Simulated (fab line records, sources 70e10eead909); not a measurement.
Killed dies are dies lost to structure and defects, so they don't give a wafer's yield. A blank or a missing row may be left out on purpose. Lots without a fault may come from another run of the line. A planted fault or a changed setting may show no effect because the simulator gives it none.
A struck lot beside a sound one | flow nand_harc | 15 steps out of a route of 1302
Sound: wafers L593.2, L593.3, L593.5. Struck: wafer L604.3. (L604.2, L604.6 of the same lot were not struck and are left out.) The cause comes at the end.
At each step with rows: each side's tool, then ch and its chambers, then its first start. Under that, the readings that differ: sound wafers | struck wafers | difference of the means | sigmas: that difference in standard deviations of wafers without a fault.
alike: readings whose means differ by less than 2 such deviations, and words and numbers that are the same on both sides. not compared: withheld readings, readings that some wafer has no value for, bounds like >300 that may hide the same value, and numbers for which the record gives no deviation and whose values overlap.
The two part at a step that has a row with sigmas, a row that says differs or no value, or rows on one side only. Numbers that don't overlap but have no deviation are shown without sigmas and don't part them. A reading that every wafer of one side lacks parts them only if that side has two wafers or more.

NHARC_P_CONTACT_DESCUM_17: chemistry O2, time 3 s.
  sound on rie_diel-10 ch 0,1, day 7 23:31; struck on rie_diel-01 ch 1, day 12 14:02
  alike: drypump_motor_current_A, oes_product_au, rf_vpp_V, showerhead_plenum_p_Torr, throttle_valve_pct
  not compared: rf_hours_counter_h
NHARC_P_CONTACT_ETCH_35: etches the open film in CF4, target depth 39 nm, time 65 s.
  sound on rie_diel-10 ch 0,2, day 7 23:37; struck on rie_diel-01 ch 0, day 12 14:07
  reading               | sound             | struck | difference | sigmas
  oes_product_au (a.u.) | 1.011 1.017 1.012 | 0.992  | -0.021     | -2
  alike: drypump_motor_current_A, rf_vpp_V, showerhead_plenum_p_Torr, throttle_valve_pct
  not compared: rf_hours_counter_h
then, 1 step without rows for these wafers: NHARC_P_CONTACT_ETCH_36 (etches the open film in N2/H2, target depth 260 nm, time 406.25 s).
NHARC_P_CONTACT_ETCH_18: etches the open film in C4F8/O2/Ar, target depth 481 nm, time 240.5 s.
  sound on rie_diel-10 ch 0,1; struck on rie_diel-01 ch 1
  alike: oes_product_au, rf_vpp_V
  not compared: rf_hours_counter_h
then, 2 steps without rows for these wafers: NHARC_P_CONTACT_STRIP_37 (strips in C4F8/O2/Ar); NHARC_P_CONTACT_ETCH_31 (etches the open film in CH3F/O2, target depth 30 nm, time 85.7 s).
NHARC_P_CONTACT_CD_MEAS_19:
  sound on cd_sem-02, day 8 00:32; struck on cd_sem-02, day 12 14:55
  alike: cd_nm
NHARC_P_CONTACT_STRIP_28: strips in O2.
  sound on rie_diel-07 ch 0,1,2, day 8 00:39; struck on rie_diel-01 ch 1, day 12 14:59
  alike: drypump_motor_current_A, oes_product_au, rf_vpp_V, showerhead_plenum_p_Torr, throttle_valve_pct
  not compared: rf_hours_counter_h
then, 4 steps without rows for these wafers: NHARC_P_CONTACT_STRIP_29 (strips in post etch residue remover, time 1200 s); NHARC_P_CONTACT_DEGAS_38 (time 60 s); NHARC_P_CONTACT_PRE_CLEAN_39 (time 19.5 s); NHARC_P_CONTACT_PVD_32 (deposits Ti, target thk 5 nm, time 17.7 s).
NHARC_P_CONTACT_ALD_22: deposits TiN, target thk 3 nm, pulse time 1 s, ald cycles 150.
  sound on ald_metal-02 ch 0,1,3, day 8 01:30; struck on ald_metal-02 ch 0, day 12 15:52
  reading    | sound       | struck | difference | sigmas
  ald_cycles | 150 150 150 | 74     | -76        |
  alike: heater_power_w, precursor_pulse_height_rel, susceptor_temp_C
NHARC_P_CONTACT_CVD_23: deposits W, target thk 200 nm, time 557 s.
  sound on cvd_w-02 ch 0,1; struck on cvd_w-01 ch 0
  reading              | sound | struck | difference                   | sigmas
  susceptor_temp_C (C) | - - - | 299.91 | no value on the sound wafers |
  alike: heater_power_w, throttle_valve_pct
-- the record jumps here: 18 days lie between the struck wafers' starts before and after (it left off in module P_CONTACT and takes up again in module END, whose first step shown is number 1302 of the route) --
NHARC_END_SORT_01:
  sound on prober-02 ch 0, day 27 09:46; struck on prober-01 ch 0, day 30 22:14
  reading             | sound    | struck                   | difference                   | sigmas
  hold                | - - -    | await_dispo/2.1h/release | no value on the sound wafers |
  killed_at_periphery | 2 1 0    | 621                      | +620                         | +99 or more
  killed_dies         | 33 32 26 | 677                      | +647                         | +34
  killed_open         | 3 4 2    | 9                        | +6                           | +4
  alike: killed_at_array, killed_at_other, killed_short

WHERE THEY PART
First at NHARC_P_CONTACT_ETCH_35; last, within this record, at NHARC_END_SORT_01.

WHY: what the simulator had put in
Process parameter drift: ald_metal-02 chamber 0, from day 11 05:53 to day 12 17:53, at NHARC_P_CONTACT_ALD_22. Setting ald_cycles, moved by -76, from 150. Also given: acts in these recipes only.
